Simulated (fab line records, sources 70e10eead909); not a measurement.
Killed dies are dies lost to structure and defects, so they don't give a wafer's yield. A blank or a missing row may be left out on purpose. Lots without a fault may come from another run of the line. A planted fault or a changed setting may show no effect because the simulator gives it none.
Which tool did it? | flow nand_harc | 6 lots, 18 wafers sampled, at 5 steps of a route of 1302

WHAT THE GAUGES READ, wafer by wafer
NHARC_END_SORT_01.
lot  | measured     | on        | killed_at_array
L407 | day 30 19:32 | prober-02 | 673 671 673

WHICH TOOL RAN EACH LOT (tool, then ch and the chambers of the sampled wafers, then the start)
lot  | NHARC_A_STAIRCASE_HM_OPEN_463                 | NHARC_A_STAIRCASE_ETCH_315                    | NHARC_A_STAIRCASE_STRIP_316        | NHARC_A_STAIRCASE_ALD_415
L396 | rie_diel-08 ch 1,2,3, day 17 18:55 or earlier | rie_diel-08 ch 0,2,3, day 17 18:55 or earlier | rie_diel-08 ch 1,2,3, day 17 18:55 | ald_hk-01 ch 1,2,3, day 17 19:44
L398 | rie_diel-08 ch 0,1,2, day 19 01:57 or earlier | rie_diel-08 ch 0,1,3, day 19 01:57 or earlier | rie_diel-08 ch 0,2, day 19 01:57   | ald_hk-01 ch 0,2,3, day 19 03:14
L401 | rie_diel-11 ch 1,2,3, day 20 22:29 or earlier | rie_diel-11 ch 1,2,3, day 20 22:29 or earlier | rie_diel-11 ch 0,1,2, day 20 22:29 | ald_hk-04 ch 1,2,3, day 20 23:19
L407 | rie_diel-08 ch 0,1,3, day 23 04:34 or earlier | rie_diel-08 ch 0,1,3, day 23 04:34 or earlier | rie_diel-08 ch 1,2,3, day 23 04:34 | ald_hk-01 ch 0,2,3, day 23 05:23
L412 | rie_diel-08 ch 1,3, day 24 04:28 or earlier   | rie_diel-08 ch 1,2, day 24 04:28 or earlier   | rie_diel-08 ch 0,2, day 24 04:28   | ald_hk-01 ch 0,2,3, day 24 05:31
L417 | rie_diel-13 ch 0,1,3, day 26 17:02 or earlier | rie_diel-13 ch 0,3, day 26 17:02 or earlier   | rie_diel-13 ch 2,3, day 26 17:02   | ald_hk-03 ch 0,3, day 26 17:50
- NHARC_A_STAIRCASE_HM_OPEN_463: chemistry O2/COS.
- NHARC_A_STAIRCASE_ETCH_315: etches the open film in C4F8/O2/Ar, target depth 2500 nm, time 607.1 s.
- NHARC_A_STAIRCASE_STRIP_316: strips in O2.
- NHARC_A_STAIRCASE_ALD_415: deposits SiO2, target thk 30 nm, pulse time 6 s, ald cycles 300.

THE ANSWER, worked out from the rows above alone
Rule: what is usual is taken from the lots themselves. Put in order of their means at a reading, lots are off if they are a third of the lots or fewer, leave a main group of 4 or more, and stand apart from it by a gap of 3 or more times the standard deviation of the main group's means; of several such gaps the widest counts. A main group whose means are all the same, to the digits that the tables above print for the reading, isn't used. A lot without any number at a reading at which 4 lots or more have one is off too. The other lots that the step has rows for count as sound.
No lot is off at any reading shown: from this, nothing can be told.

WHAT THE SIMULATOR HAD PUT IN
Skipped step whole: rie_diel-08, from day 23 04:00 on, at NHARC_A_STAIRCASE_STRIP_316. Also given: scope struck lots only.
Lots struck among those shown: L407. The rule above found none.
